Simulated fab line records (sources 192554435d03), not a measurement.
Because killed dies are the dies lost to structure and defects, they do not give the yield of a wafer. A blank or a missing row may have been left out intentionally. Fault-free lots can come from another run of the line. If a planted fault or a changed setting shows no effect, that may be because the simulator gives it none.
Matching of chambers + flow n5-finfet + N5_BEOL_M8_PECVD_70 on pecvd-02 has 3 sister chambers
The step deposits SiO2 from TEOS/O2, target thk 20 nm, time 22.7 s. 20 wafers are shown with their chamber, then 10 later ones without.

## EACH WAFER AND ITS CHAMBER
| wafer  | chamber | showerhead-plenum-p-Torr (Torr) | throttle-valve-pct (%) | heater-power-outer-w (W) |
|--------|---------|---------------------------------|------------------------|--------------------------|
| L075.1 | 2       | 8.81                            | 22.2                   | 336                      |
| L075.4 | 0       | 8.79                            | 22.8                   | 448                      |
| L075.5 | 1       | 8.71                            | 23.2                   | 494                      |
| L081.1 | 1       | 8.73                            | 23.1                   | 464                      |
| L081.2 | 2       | 8.82                            | 22.4                   | 376                      |
| L081.6 | 2       | 8.81                            | 22.2                   | 373                      |
| L080.2 | 2       | 8.80                            | 22.4                   | 334                      |
| L080.4 | 1       | 8.73                            | 23.4                   | 492                      |
| L080.5 | 2       | 8.82                            | 21.9                   | 325                      |
| L083.1 | 2       | 8.82                            | 22.3                   | 372                      |
| L083.2 | 1       | 8.76                            | 23.4                   | 456                      |
| L083.5 | 0       | 8.79                            | 22.7                   | 425                      |
| L085.2 | 0       | 8.80                            | 22.8                   | 379                      |
| L085.3 | 2       | 8.81                            | 22.2                   | 414                      |
| L085.6 | 1       | 8.74                            | 23.3                   | 514                      |
| L091.3 | 2       | 8.81                            | 22.3                   | 345                      |
| L091.4 | 1       | 8.73                            | 23.4                   | 470                      |
| L091.6 | 2       | 8.81                            | 22.5                   | 344                      |
| L090.2 | 2       | 8.81                            | 22.5                   | 421                      |
| L090.3 | 1       | 8.74                            | 23.2                   | 525                      |

SIGNATURES (means of the wafers above)
| reading                  | chamber 0 | chamber 1 | chamber 2 | scatter within a chamber |
|--------------------------|-----------|-----------|-----------|--------------------------|
| showerhead-plenum-p-Torr | 8.7933    | 8.7343    | 8.8120    | 0.0103                   |
| throttle-valve-pct       | 22.767    | 23.286    | 22.290    | 0.15                     |
| heater-power-outer-w     | 417.33    | 487.86    | 364.00    | 31.1                     |
Rule: for each reading, subtract the chamber's mean from the wafer's reading, divide by that reading's scatter and square the result; add these up over the readings and take the root, which gives the wafer's distance from the chamber. The wafer belongs to the nearest chamber; if the next one is less than 2 further off, it can't be placed. The scatter: take each reading less its chamber's mean, square it, sum over the shown wafers, divide by the number of wafers less the number of chambers, and take the root.

## WAFERS WITHOUT THEIR CHAMBER
| wafer  | showerhead-plenum-p-Torr (Torr) | throttle-valve-pct (%) | heater-power-outer-w (W) |
|--------|---------------------------------|------------------------|--------------------------|
| L090.6 | 8.81                            | 22.5                   | 413                      |
| L093.1 | 8.83                            | 22.6                   | 357                      |
| L093.3 | 8.80                            | 22.7                   | 355                      |
| L093.6 | 8.80                            | 22.4                   | 352                      |
| L094.1 | 8.80                            | 22.8                   | 420                      |
| L094.3 | 8.82                            | 22.7                   | 395                      |
| L094.4 | 8.78                            | 22.7                   | 409                      |
| L096.1 | 8.80                            | 22.8                   | 414                      |
| L096.5 | 8.78                            | 23.0                   | 473                      |
| L096.6 | 8.79                            | 22.6                   | 398                      |

## EACH ONE'S CHAMBER
| wafer  | from the rows above     | in truth                   |
|--------|-------------------------|----------------------------|
| L090.6 | can't be placed: 2 or 0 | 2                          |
| L093.1 | can't be placed: 2 or 0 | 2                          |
| L093.3 | can't be placed: 0 or 2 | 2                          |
| L093.6 | can't be placed: 2 or 0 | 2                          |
| L094.1 | 0                       | 0                          |
| L094.3 | can't be placed: 0 or 2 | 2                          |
| L094.4 | 0                       | 0                          |
| L096.1 | 0                       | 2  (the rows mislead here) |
| L096.5 | 0                       | 0                          |
| L096.6 | can't be placed: 0 or 2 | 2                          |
Placed correctly: 3 of 10. Can't be placed from these rows: 6 (the true chamber is among the candidates in 6). Placed wrongly: 1.
